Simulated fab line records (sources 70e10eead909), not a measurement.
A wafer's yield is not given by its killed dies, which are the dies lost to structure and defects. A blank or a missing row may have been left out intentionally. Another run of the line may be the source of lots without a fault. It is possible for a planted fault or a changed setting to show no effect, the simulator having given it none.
fab line records	flow nand_harc
[record] lots = 24	wafers = 72	last_day = 24
route steps=1159 shown A_CONTACT@955 A_M0@1015 A_M1@1036
lots untouched by any fault: they come from a run of this same line in which no faults occurred
start_h: hours from the record's first day to the start of the lot's first wafer shown	wait_h: hours since the lot's step before	" repeats the value in the row above	L1.1+2: a single row standing in for several wafers	- either no value or no given start	* or withheld: withheld	< > ~ a bound
route shown NAME@n: names a module that has steps shown in the file, with the first one's number in the route	usual: the fault-free wafers' mean and standard deviation	same: alike in all rows	chamber/n: place in a boat	sites: the reading at each site	_std_site: the standard deviation of these	_edge_site: the outer-site mean with the inner-site mean subtracted	radius_mm: how far each site lies from the wafer's centre	mask NAME#n: copy n	behind: the tool/chamber that last shaped the wafer	hold: cause of the lot's hold/its duration in hours/its outcome	device: names the non-switching transistor (n, p or np)	end of line: tests of these same wafers at the route's end	a step without rows: its recipe alone	killed: the dies lost at the first sort to structure and to defects; this is not the yield of the wafer	map: shows each die of a wafer: x if killed, . if not, _ if none is there
set.NAME: the setting the step ran with; set.NAME@STEP: the setting that earlier step ran with	model.NAME: the simulator's own value behind a step, which no gauge read
a sample of lots followed through the steps of the route, with each step as a table and each wafer as a row
services: the hour from which a tool's chamber was out of use, counted from the record's first day as start_h (under 0 if before that day), plus the number of hours and why
[[steps]]
[step NHARC_A_CONTACT_ETCH_110]
[recipe] target_depth_a = 500	overetch_a = 50	time_s = 27.5	ion_energy_ev = 100	cf4_flow_sccm = 80	o2_flow_sccm = 20	ar_flow_sccm = 0	rf_w = 300	bias_w = 100	chemistry = CF4/O2
[usual] bias_w = 100.0/0.31	chamber_pressure_mTorr = 30.001/0.027	drypump_motor_current_A = 5.6/0.5	oes_product_au = 1.008/0.012	rf_vpp_V = 197.4/1.3	showerhead_plenum_p_Torr = 1.32/0.048	throttle_valve_pct = 13.397/0.009
lot.wafer	tool	chamber	start_h	wait_h	bias_w	chamber_pressure_mTorr	drypump_motor_current_A	oes_product_au	rf_hours_counter_h	rf_vpp_V	showerhead_plenum_p_Torr	throttle_valve_pct
L074.1	rie_diel-03	3	371.81	0.1	99.9	30.031	6.0	1.018	57	196.6	1.31	13.401
L074.3	"	1	"	"	100.3	30.004	4.9	1.005	50	199.0	1.36	13.395
L074.5	"	3	"	"	100.4	29.938	6.0	1.020	-	197.1	1.31	13.396
L075.1	rie_diel-03	0	389.42	0.1	100.3	30.019	5.1	1.021	67	195.9	1.32	13.390
L075.2	"	1	"	"	99.9	30.023	4.9	1.002	63	200.1	1.35	13.399
L075.3	"	3	"	"	99.7	29.992	6.0	1.022	69	198.0	1.31	13.396
L076.3	rie_diel-10	3	395.47	0.3	99.9	30.029	5.5	0.995	7	196.4	1.26	13.379
L076.2	"	1	"	"	100.4	29.938	6.7	1.034	7	196.6	1.30	13.405
L076.6	"	0	"	"	99.9	30.013	5.3	1.018	-	198.1	1.37	13.394
L077.2	rie_diel-10	1	397.41	0.1	99.9	29.993	6.7	1.016	8	195.6	1.30	13.399
L077.3	"	2	"	"	99.5	29.977	5.3	1.006	7	196.4	1.24	13.409
L077.1	"	3	"	"	99.7	30.009	5.5	0.989	8	196.3	1.26	13.379
L078.1	rie_diel-03	2	401.82	0.1	99.5	30.015	5.2	1.026	0	197.9	1.37	13.396
L078.4	"	3	"	"	100.0	30.029	6.0	1.010	0	197.1	1.31	13.402
L078.6	"	2	"	"	100.0	30.015	5.2	1.015	-	198.8	1.37	13.397
L082.2	rie_diel-12	0	418.25	0.1	100.1	30.050	5.6	0.994	13	198.9	1.36	13.399
L082.5	"	2	"	"	99.7	30.080	6.1	0.985	-	198.2	1.39	13.383
L082.6	"	3	"	"	100.2	29.961	5.3	0.993	-	197.4	1.35	13.391
L079.4	rie_diel-10	1	423.89	0.0	100.0	30.030	6.7	1.021	12	196.9	1.30	13.384
L079.3	"	0	"	"	100.0	29.963	5.3	1.017	13	199.8	1.37	13.390
L079.6	"	1	"	"	99.3	29.971	6.7	1.028	-	197.7	1.30	13.394
L080.1	rie_diel-10	1	428.72	0.1	100.0	29.948	6.7	1.021	13	197.5	1.30	13.398
L080.4	"	1	"	"	99.7	29.989	6.7	1.012	-	196.7	1.30	13.393
L080.5	"	2	"	"	100.2	30.005	5.3	1.022	-	196.0	1.24	13.390
L081.2	rie_diel-03	2	433.95	0.1	99.9	30.052	5.2	1.008	10	197.7	1.36	13.405
L081.4	"	3	"	"	99.9	29.969	6.1	1.018	10	196.4	1.31	13.372
L081.1	"	0	"	"	100.2	29.965	5.1	0.994	9	196.8	1.31	13.397
L085.2	rie_diel-03	3	444.72	0.1	99.7	30.016	6.1	1.018	14	196.4	1.31	13.410
L085.3	"	1	"	"	100.3	30.023	4.9	1.011	15	198.9	1.35	13.406
L085.6	"	3	"	"	99.4	29.949	6.1	1.018	-	197.9	1.31	13.405
L084.3	rie_diel-12	1	445.23	0.1	100.1	30.017	5.9	1.011	22	198.2	1.27	13.391
L084.4	"	3	"	"	99.6	29.989	5.3	0.996	22	198.5	1.35	13.396
L084.5	"	0	"	"	100.4	29.979	5.6	0.993	-	197.3	1.36	13.398
L087.1	rie_diel-03	1	449.56	0.1	100.6	30.024	4.9	1.010	17	198.1	1.35	13.408
L087.6	"	1	"	"	100.8	29.983	4.9	1.007	-	198.0	1.35	13.388
L087.5	"	2	"	"	100.3	30.000	5.2	1.010	-	198.7	1.36	13.403
L086.2	rie_diel-12	3	450.57	0.3	99.8	29.999	5.3	1.004	24	197.2	1.35	13.397
L086.3	"	2	"	"	99.8	30.011	6.1	0.994	24	198.9	1.39	13.403
L086.5	"	3	"	"	99.4	30.032	5.3	1.003	-	197.9	1.35	13.411
L083.4	rie_diel-12	1	453.37	0.1	100.3	29.990	5.9	1.010	25	195.3	1.27	13.405
L083.6	"	2	"	"	99.4	30.017	6.1	1.000	-	200.6	1.39	13.390
L083.5	"	3	"	"	99.7	30.026	5.3	1.008	-	198.7	1.35	13.406
L089.1	rie_diel-03	1	465.84	0.1	100.0	29.997	4.9	1.017	24	197.8	1.35	13.408
L089.3	"	2	"	"	100.4	30.021	5.2	1.016	26	197.3	1.36	13.405
L089.4	"	3	"	"	100.4	30.033	6.1	1.001	24	196.5	1.31	13.403
L088.2	rie_diel-12	0	465.93	0.1	100.3	30.026	5.6	1.005	29	198.1	1.35	13.392
L088.4	"	1	"	"	99.9	29.983	5.9	0.993	30	196.2	1.27	13.405
L088.1	"	2	"	"	100.0	29.983	6.1	0.991	30	199.0	1.39	13.384
L090.4	rie_diel-10	2	484.21	0.1	99.8	29.999	5.3	1.004	23	196.0	1.24	13.398
L090.5	"	0	"	"	100.0	30.004	5.2	1.009	-	199.0	1.37	13.385
L090.6	"	1	"	"	100.5	29.976	6.7	1.013	-	197.1	1.30	13.400
L092.5	rie_diel-10	0	493.67	0.1	100.3	30.039	5.3	1.013	-	199.7	1.37	13.397
L092.4	"	2	"	"	99.7	29.994	5.3	1.024	-	195.7	1.24	13.395
L092.6	"	3	"	"	100.1	30.037	5.5	0.998	-	195.3	1.26	13.400
L093.1	rie_diel-10	0	494.21	0.1	99.6	29.966	5.3	1.019	24	198.7	1.37	13.392
L093.2	"	2	"	"	100.0	29.981	5.3	1.029	24	195.0	1.24	13.414
L093.3	"	3	"	"	99.9	30.003	5.5	1.006	26	196.1	1.26	13.380
L094.1	rie_diel-10	3	495.75	0.1	100.4	30.002	5.6	0.993	26	197.7	1.26	13.394
L094.2	"	0	"	"	99.9	30.044	5.3	1.011	24	198.9	1.37	13.394
L094.3	"	1	"	"	100.8	29.972	6.7	1.018	25	197.4	1.30	13.385
L091.4	rie_diel-10	2	499.03	0.1	99.9	29.961	5.3	1.026	25	196.1	1.24	13.409
L091.2	"	3	"	"	100.4	30.002	5.5	1.008	26	196.1	1.26	13.392
L091.5	"	0	"	"	99.7	30.016	5.3	1.027	-	198.5	1.37	13.398
L096.4	rie_diel-10	0	523.47	0.1	100.2	29.975	5.3	1.030	30	197.5	1.37	13.392
L096.1	"	2	"	"	99.8	29.987	5.3	1.010	30	196.5	1.24	13.409
L096.6	"	3	"	"	99.9	30.018	5.5	1.001	-	195.2	1.26	13.404
L095.4	rie_diel-12	2	525.61	0.1	99.7	30.015	6.1	0.993	50	199.9	1.38	13.386
L095.3	"	3	"	"	100.1	29.979	5.3	1.001	51	196.9	1.34	13.400
L095.6	"	0	"	"	99.8	29.981	5.6	1.005	-	197.4	1.35	13.386
L097.4	rie_diel-12	3	532.36	0.3	100.2	30.009	5.3	1.002	52	199.5	1.34	13.407
L097.1	"	2	"	"	99.5	29.997	6.1	0.983	51	198.8	1.38	13.381
L097.5	"	0	"	"	99.8	30.019	5.6	0.998	-	197.7	1.35	13.392
[step NHARC_A_CONTACT_INSPECT_23]
[usual] raw_defect_count = 469/140
lot.wafer	tool	chamber	start_h	wait_h	raw_defect_count
L074.1	defect_inspect-02	-	379.19	0.1	1023
L074.3	"	-	"	"	773
L074.5	"	-	"	"	538
L075.1	defect_inspect-02	-	395.04	0.1	395
L075.2	"	-	"	"	413
L075.3	"	-	"	"	353
L076.2	defect_inspect-01	-	400.38	0.1	372
L076.3	"	-	"	"	291
L076.6	"	-	"	"	321
L077.1	defect_inspect-02	-	402.11	0.1	442
L077.2	"	-	"	"	423
L077.3	"	-	"	"	443
L078.1	defect_inspect-01	-	406.90	0.1	322
L078.4	"	-	"	"	274
L078.6	"	-	"	"	427
L082.2	defect_inspect-01	-	423.61	0.1	454
L082.5	"	-	"	"	556
L082.6	"	-	"	"	692
L079.3	defect_inspect-02	-	428.96	0.1	414
L079.4	"	-	"	"	274
L079.6	"	-	"	"	436
L080.1	defect_inspect-02	-	430.92	0.1	527
L080.4	"	-	"	"	358
L080.5	"	-	"	"	321
L081.1	defect_inspect-01	-	436.35	0.1	807
L081.2	"	-	"	"	481
L081.4	"	-	"	"	561
L085.2	defect_inspect-01	-	447.52	0.1	420
L085.3	"	-	"	"	510
L085.6	"	-	"	"	605
L084.3	defect_inspect-01	-	447.83	0.1	650
L084.4	"	-	"	"	776
L084.5	"	-	"	"	889
L087.1	defect_inspect-01	-	451.84	0.1	445
L087.5	"	-	"	"	406
L087.6	"	-	"	"	501
L086.2	defect_inspect-02	-	452.71	0.1	515
L086.3	"	-	"	"	595
L086.5	"	-	"	"	452
L083.4	defect_inspect-01	-	455.50	0.1	410
L083.5	"	-	"	"	335
L083.6	"	-	"	"	562
L089.1	defect_inspect-01	-	468.61	0.1	348
L089.3	"	-	"	"	347
L089.4	"	-	"	"	596
L088.1	defect_inspect-02	-	469.34	0.1	284
L088.2	"	-	"	"	675
L088.4	"	-	"	"	349
L090.4	defect_inspect-02	-	494.18	0.1	410
L090.5	"	-	"	"	467
L090.6	"	-	"	"	452
L092.4	defect_inspect-01	-	495.91	0.1	489
L092.5	"	-	"	"	531
L092.6	"	-	"	"	409
L093.1	defect_inspect-02	-	496.42	0.1	440
L093.2	"	-	"	"	427
L093.3	"	-	"	"	508
L094.1	defect_inspect-02	-	497.93	0.1	431
L094.2	"	-	"	"	428
L094.3	"	-	"	"	369
L091.2	defect_inspect-01	-	504.24	0.1	385
L091.4	"	-	"	"	416
L091.5	"	-	"	"	299
L096.1	defect_inspect-01	-	525.62	0.1	734
L096.4	"	-	"	"	833
L096.6	"	-	"	"	504
L095.3	defect_inspect-02	-	527.79	0.1	470
L095.4	"	-	"	"	387
L095.6	"	-	"	"	358
L097.1	defect_inspect-02	-	537.36	0.1	332
L097.4	"	-	"	"	336
L097.5	"	-	"	"	360
[step NHARC_A_M0_PVD_20]
[recipe] target_thk_a = 50	bias_v = 168.6	power_w = 15000	chamber_pressure_pa = 0.12	time_s = 8.06	substrate_temp_c = 50	material = TaN
[usual] substrate_temp_c = 50.00/0.11	throttle_valve_pct = 30.1/0.54
lot.wafer	tool	chamber	start_h	wait_h	substrate_temp_c	throttle_valve_pct
L074.3	pvd_sputter-02	-	-	-	50.00	30.4
L074.1	"	-	"	"	49.79	30.3
L074.5	"	-	"	"	49.97	29.5
L075.1	pvd_sputter-02	-	-	-	50.00	29.3
L075.2	"	-	"	"	50.20	29.0
L075.3	"	-	"	"	50.18	30.2
L076.2	pvd_sputter-01	-	-	-	50.10	29.9
L076.3	"	-	"	"	49.99	29.5
L076.6	"	-	"	"	50.03	30.1
L077.1	pvd_sputter-03	-	-	-	50.10	29.8
L077.2	"	-	"	"	50.10	31.1
L077.3	"	-	"	"	50.01	29.7
L078.1	pvd_sputter-03	-	-	-	49.89	29.9
L078.4	"	-	"	"	49.91	31.0
L078.6	"	-	"	"	49.89	30.1
L082.2	pvd_sputter-01	-	-	-	50.02	30.8
L082.6	"	-	"	"	50.14	30.8
L082.5	"	-	"	"	49.97	29.8
L079.3	pvd_sputter-01	-	-	-	49.89	29.8
L079.4	"	-	"	"	50.12	29.8
L079.6	"	-	"	"	49.87	29.5
L080.4	pvd_sputter-01	-	-	-	49.94	30.8
L080.1	"	-	"	"	49.93	29.5
L080.5	"	-	"	"	50.04	30.8
L081.4	pvd_sputter-01	-	-	-	49.94	30.6
L081.1	"	-	"	"	50.01	29.7
L081.2	"	-	"	"	50.00	29.6
L085.2	pvd_sputter-03	-	-	-	50.18	30.4
L085.3	"	-	"	"	49.99	31.1
L085.6	"	-	"	"	50.24	30.4
L084.4	pvd_sputter-01	-	-	-	50.08	30.0
L084.3	"	-	"	"	49.86	31.0
L084.5	"	-	"	"	50.09	29.7
L087.1	pvd_sputter-01	-	-	-	50.02	29.7
L087.5	"	-	"	"	50.08	30.7
L087.6	"	-	"	"	50.14	29.8
L086.2	pvd_sputter-02	-	-	-	50.19	29.1
L086.3	"	-	"	"	50.00	30.4
L086.5	"	-	"	"	50.19	29.3
L083.4	pvd_sputter-03	-	-	-	50.02	29.8
L083.5	"	-	"	"	49.94	29.8
L083.6	"	-	"	"	50.12	31.0
L089.4	pvd_sputter-03	-	-	-	49.87	29.8
L089.1	"	-	"	"	49.92	29.7
L089.3	"	-	"	"	50.06	31.0
L088.2	pvd_sputter-03	-	-	-	49.87	29.6
L088.1	"	-	"	"	50.00	30.0
L088.4	"	-	"	"	50.11	31.0
L090.4	pvd_sputter-01	-	-	-	49.94	29.9
L090.6	"	-	"	"	50.11	30.8
L090.5	"	-	"	"	50.02	29.8
L092.4	pvd_sputter-01	-	-	-	49.98	29.6
L092.6	"	-	"	"	50.20	30.1
L092.5	"	-	"	"	49.96	29.5
L093.1	pvd_sputter-01	-	-	-	50.18	29.5
L093.3	"	-	"	"	49.98	30.8
L093.2	"	-	"	"	49.92	30.1
L094.1	pvd_sputter-02	-	-	-	50.09	30.6
L094.2	"	-	"	"	50.03	29.3
L094.3	"	-	"	"	50.11	28.9
L091.2	pvd_sputter-02	-	-	-	49.95	29.3
L091.4	"	-	"	"	50.11	29.2
L091.5	"	-	"	"	49.79	29.2
L096.4	pvd_sputter-03	-	-	-	50.10	30.2
L096.1	"	-	"	"	49.97	29.9
L096.6	"	-	"	"	49.94	29.9
L095.4	pvd_sputter-03	-	-	-	49.78	30.0
L095.3	"	-	"	"	50.04	30.1
L095.6	"	-	"	"	49.72	29.7
L097.4	pvd_sputter-01	-	-	-	49.87	30.2
L097.1	"	-	"	"	50.00	29.4
L097.5	"	-	"	"	49.99	29.9
[step NHARC_A_M1_CD_MEAS_09]
[recipe] target_cd_nm = 120	landing_energy_ev = 500
[usual] cd_nm = 119.7/0.65
lot.wafer	tool	chamber	start_h	wait_h	cd_nm
L074.1	cd_sem-01	0	388.56	-	119.8
L074.3	"	0	"	"	120.5
L074.5	"	0	"	"	119.5
L075.1	cd_sem-02	0	406.21	-	119.5
L075.2	"	0	"	"	119.2
L075.3	"	0	"	"	118.5
L076.2	cd_sem-01	0	412.12	-	119.4
L076.3	"	0	"	"	119.6
L076.6	"	0	"	"	119.5
L077.1	cd_sem-01	0	413.18	-	118.9
L077.2	"	0	"	"	119.8
L077.3	"	0	"	"	118.6
L078.1	cd_sem-02	0	415.58	-	119.2
L078.4	"	0	"	"	119.5
L078.6	"	0	"	"	119.3
L082.2	cd_sem-03	0	434.95	-	120.2
L082.5	"	0	"	"	120.2
L082.6	"	0	"	"	121.1
L079.3	cd_sem-01	0	438.18	-	120.2
L079.4	"	0	"	"	120.5
L079.6	"	0	"	"	120.8
L080.1	cd_sem-02	0	439.72	-	120.6
L080.4	"	0	"	"	120.6
L080.5	"	0	"	"	120.6
L081.1	cd_sem-03	0	452.22	-	120.0
L081.2	"	0	"	"	119.0
L081.4	"	0	"	"	119.9
L085.2	cd_sem-02	0	456.06	-	120.5
L085.3	"	0	"	"	120.1
L085.6	"	0	"	"	120.2
L084.3	cd_sem-01	0	456.18	-	119.5
L084.4	"	0	"	"	120.2
L084.5	"	0	"	"	119.7
L087.1	cd_sem-01	0	460.85	-	120.6
L087.5	"	0	"	"	119.0
L087.6	"	0	"	"	119.3
L086.2	cd_sem-02	0	461.27	-	119.7
L086.3	"	0	"	"	118.6
L086.5	"	0	"	"	119.3
L083.4	cd_sem-03	0	464.41	-	118.9
L083.5	"	0	"	"	118.5
L083.6	"	0	"	"	119.7
L089.1	cd_sem-02	0	479.58	-	119.4
L089.3	"	0	"	"	119.1
L089.4	"	0	"	"	120.2
L088.1	cd_sem-01	0	480.58	-	119.8
L088.2	"	0	"	"	120.2
L088.4	"	0	"	"	121.0
L090.4	cd_sem-02	0	507.55	-	118.9
L090.5	"	0	"	"	120.6
L090.6	"	0	"	"	119.1
L092.4	cd_sem-02	0	508.16	-	119.6
L092.5	"	0	"	"	119.1
L092.6	"	0	"	"	120.2
L093.1	cd_sem-03	0	508.46	-	119.4
L093.2	"	0	"	"	119.8
L093.3	"	0	"	"	119.1
L094.1	cd_sem-01	0	509.50	-	120.0
L094.2	"	0	"	"	120.2
L094.3	"	0	"	"	119.8
L091.2	cd_sem-03	0	520.30	-	121.4
L091.4	"	0	"	"	120.3
L091.5	"	0	"	"	119.7
L096.1	cd_sem-02	0	534.15	-	119.0
L096.4	"	0	"	"	119.7
L096.6	"	0	"	"	119.5
L095.3	cd_sem-03	0	536.86	-	120.5
L095.4	"	0	"	"	119.8
L095.6	"	0	"	"	120.0
L097.1	cd_sem-03	0	548.74	-	119.3
L097.4	"	0	"	"	120.0
L097.5	"	0	"	"	118.8
[step NHARC_A_M1_PVD_21]
[recipe] target_thk_a = 300	chamber_pressure_pa = 5	power_w = 5000	substrate_temp_c = 30	time_s = 20.49	material = Cu
[usual] substrate_temp_c = 29.99/0.098	throttle_valve_pct = 30.0/0.52
lot.wafer	tool	chamber	start_h	wait_h	substrate_temp_c	throttle_valve_pct
L074.1	pvd_sputter-01	-	-	-	30.11	30.1
L074.3	"	-	"	"	29.97	29.5
L074.5	"	-	"	"	29.96	29.8
L075.2	pvd_sputter-03	-	-	-	29.98	29.5
L075.3	"	-	"	"	29.86	29.7
L075.1	"	-	"	"	30.04	30.2
L076.2	pvd_sputter-03	-	-	-	30.12	29.7
L076.3	"	-	"	"	30.22	31.1
L076.6	"	-	"	"	30.00	30.0
L077.3	pvd_sputter-01	-	-	-	29.90	29.2
L077.2	"	-	"	"	29.95	30.8
L077.1	"	-	"	"	30.04	29.9
L078.4	pvd_sputter-03	-	-	-	29.97	29.8
L078.1	"	-	"	"	29.93	31.1
L078.6	"	-	"	"	30.14	29.7
L082.2	pvd_sputter-01	-	-	-	30.05	30.1
L082.6	"	-	"	"	30.09	30.1
L082.5	"	-	"	"	29.91	29.3
L079.4	pvd_sputter-01	-	-	-	29.88	29.5
L079.3	"	-	"	"	30.00	30.9
L079.6	"	-	"	"	29.93	30.1
L080.1	pvd_sputter-01	-	-	-	30.10	29.7
L080.4	"	-	"	"	30.15	30.8
L080.5	"	-	"	"	29.91	29.6
L081.2	pvd_sputter-03	-	-	-	30.00	30.0
L081.1	"	-	"	"	29.87	31.0
L081.4	"	-	"	"	30.02	29.9
L085.3	pvd_sputter-03	-	-	-	30.11	29.8
L085.2	"	-	"	"	30.02	30.0
L085.6	"	-	"	"	30.07	30.0
L084.3	pvd_sputter-02	-	-	-	29.95	29.0
L084.4	"	-	"	"	29.83	30.2
L084.5	"	-	"	"	29.85	29.4
L087.1	pvd_sputter-01	-	-	-	30.12	30.0
L087.6	"	-	"	"	29.86	30.9
L087.5	"	-	"	"	29.87	30.1
L086.3	pvd_sputter-01	-	-	-	29.95	30.3
L086.2	"	-	"	"	29.83	29.8
L086.5	"	-	"	"	30.09	29.5
L083.4	pvd_sputter-03	-	-	-	30.04	30.3
L083.6	"	-	"	"	30.07	30.2
L083.5	"	-	"	"	29.94	29.7
L089.3	pvd_sputter-03	-	-	-	30.21	31.1
L089.4	"	-	"	"	30.00	30.3
L089.1	"	-	"	"	29.87	29.6
L088.2	pvd_sputter-02	-	-	-	29.87	30.5
L088.1	"	-	"	"	29.96	29.3
L088.4	"	-	"	"	30.08	29.4
L090.4	pvd_sputter-01	-	-	-	30.17	29.4
L090.5	"	-	"	"	30.00	29.7
L090.6	"	-	"	"	30.10	30.1
L092.4	pvd_sputter-02	-	-	-	29.99	30.4
L092.5	"	-	"	"	29.97	30.4
L092.6	"	-	"	"	30.06	30.4
L093.1	pvd_sputter-01	-	510.02	-	30.03	30.0
L093.2	"	-	"	"	30.09	29.4
L093.3	"	-	"	"	29.96	29.9
L094.2	pvd_sputter-02	-	-	-	29.93	30.4
L094.1	"	-	"	"	29.97	29.4
L094.3	"	-	"	"	30.15	29.1
L091.2	pvd_sputter-03	-	-	-	30.12	30.3
L091.4	"	-	"	"	29.99	29.3
L091.5	"	-	"	"	29.85	29.9
L096.4	pvd_sputter-02	-	-	-	29.99	30.3
L096.1	"	-	"	"	29.88	29.3
L096.6	"	-	"	"	30.11	30.6
L095.4	pvd_sputter-03	-	-	-	30.05	29.9
L095.3	"	-	"	"	30.04	29.2
L095.6	"	-	"	"	30.05	29.8
L097.1	pvd_sputter-03	-	-	-	30.20	30.3
L097.4	"	-	"	"	29.79	30.2
L097.5	"	-	"	"	30.11	29.9
[step NHARC_A_M1_INSPECT_27]
[usual] raw_defect_count = 515/160
lot.wafer	tool	chamber	start_h	wait_h	raw_defect_count
L074.1	defect_inspect-01	-	391.47	0.0	299
L074.3	"	-	"	"	403
L074.5	"	-	"	"	494
L075.1	defect_inspect-01	-	408.97	0.0	620
L075.2	"	-	"	"	569
L075.3	"	-	"	"	492
L076.2	defect_inspect-02	-	414.87	0.0	553
L076.3	"	-	"	"	540
L076.6	"	-	"	"	437
L077.1	defect_inspect-02	-	418.15	0.0	320
L077.2	"	-	"	"	333
L077.3	"	-	"	"	343
L078.1	defect_inspect-01	-	418.47	0.0	317
L078.4	"	-	"	"	459
L078.6	"	-	"	"	364
L082.2	defect_inspect-01	-	437.78	0.0	758
L082.5	"	-	"	"	637
L082.6	"	-	"	"	654
L079.3	defect_inspect-02	-	447.05	0.0	798
L079.4	"	-	"	"	847
L079.6	"	-	"	"	811
L080.1	defect_inspect-02	-	447.63	0.0	1169
L080.4	"	-	"	"	426
L080.5	"	-	"	"	625
L081.1	defect_inspect-01	-	455.23	0.0	423
L081.2	"	-	"	"	516
L081.4	"	-	"	"	408
L085.2	defect_inspect-01	-	458.85	0.0	392
L085.3	"	-	"	"	381
L085.6	"	-	"	"	554
L084.3	defect_inspect-01	-	458.96	0.0	420
L084.4	"	-	"	"	312
L084.5	"	-	"	"	514
L087.1	defect_inspect-02	-	463.85	0.0	509
L087.5	"	-	"	"	690
L087.6	"	-	"	"	566
L086.2	defect_inspect-01	-	464.18	0.0	531
L086.3	"	-	"	"	601
L086.5	"	-	"	"	481
L083.4	defect_inspect-01	-	467.23	0.0	542
L083.5	"	-	"	"	430
L083.6	"	-	"	"	771
L089.1	defect_inspect-02	-	482.36	0.0	597
L089.3	"	-	"	"	456
L089.4	"	-	"	"	496
L088.1	defect_inspect-01	-	483.35	0.0	310
L088.2	"	-	"	"	419
L088.4	"	-	"	"	259
L090.4	defect_inspect-02	-	510.32	0.0	592
L090.5	"	-	"	"	394
L090.6	"	-	"	"	450
L092.4	defect_inspect-02	-	510.93	0.0	494
L092.5	"	-	"	"	423
L092.6	"	-	"	"	328
L093.1	defect_inspect-02	-	511.48	0.0	360
L093.2	"	-	"	"	325
L093.3	"	-	"	"	534
L094.1	defect_inspect-01	-	512.38	0.0	420
L094.2	"	-	"	"	349
L094.3	"	-	"	"	324
L091.2	defect_inspect-02	-	523.12	0.0	484
L091.4	"	-	"	"	480
L091.5	"	-	"	"	610
L096.1	defect_inspect-01	-	537.55	0.0	280
L096.4	"	-	"	"	357
L096.6	"	-	"	"	432
L095.3	defect_inspect-02	-	539.72	0.0	897
L095.4	"	-	"	"	594
L095.6	"	-	"	"	528
L097.1	defect_inspect-01	-	551.63	0.0	687
L097.4	"	-	"	"	610
L097.5	"	-	"	"	872
[[services]]
tool	chamber	start_h	hours	kind
rie_diel-10	-	353.64	9.0	pm
rie_diel-10	0	353.64	9.0	vent_cycle
pvd_sputter-01	-	354.60	10.0	pm
rie_diel-12	-	379.86	9.0	pm
pvd_sputter-03	-	385.16	5.4	repair
pvd_sputter-02	-	392.04	10.0	pm
rie_diel-03	-	392.39	9.0	pm
pvd_sputter-02	-	404.82	3.2	repair
pvd_sputter-02	-	409.01	45.5	repair
pvd_sputter-01	-	422.67	2.7	repair
rie_diel-10	0	425.60	8.0	repair
pvd_sputter-03	-	432.20	14.7	repair
rie_diel-03	-	473.82	0.5	repair
rie_diel-10	2	474.83	1.8	repair
rie_diel-12	3	484.72	6.2	repair
rie_diel-10	1	490.87	4.7	repair
pvd_sputter-03	-	500.41	9.1	repair
pvd_sputter-03	-	509.99	10.0	pm
rie_diel-12	-	512.10	4.3	repair
pvd_sputter-02	-	519.49	6.7	repair
rie_diel-10	-	530.64	9.0	pm
rie_diel-10	-	544.50	0.4	repair
pvd_sputter-01	-	547.44	5.4	repair
pvd_sputter-02	-	549.70	3.5	repair
[[key]]
fault none
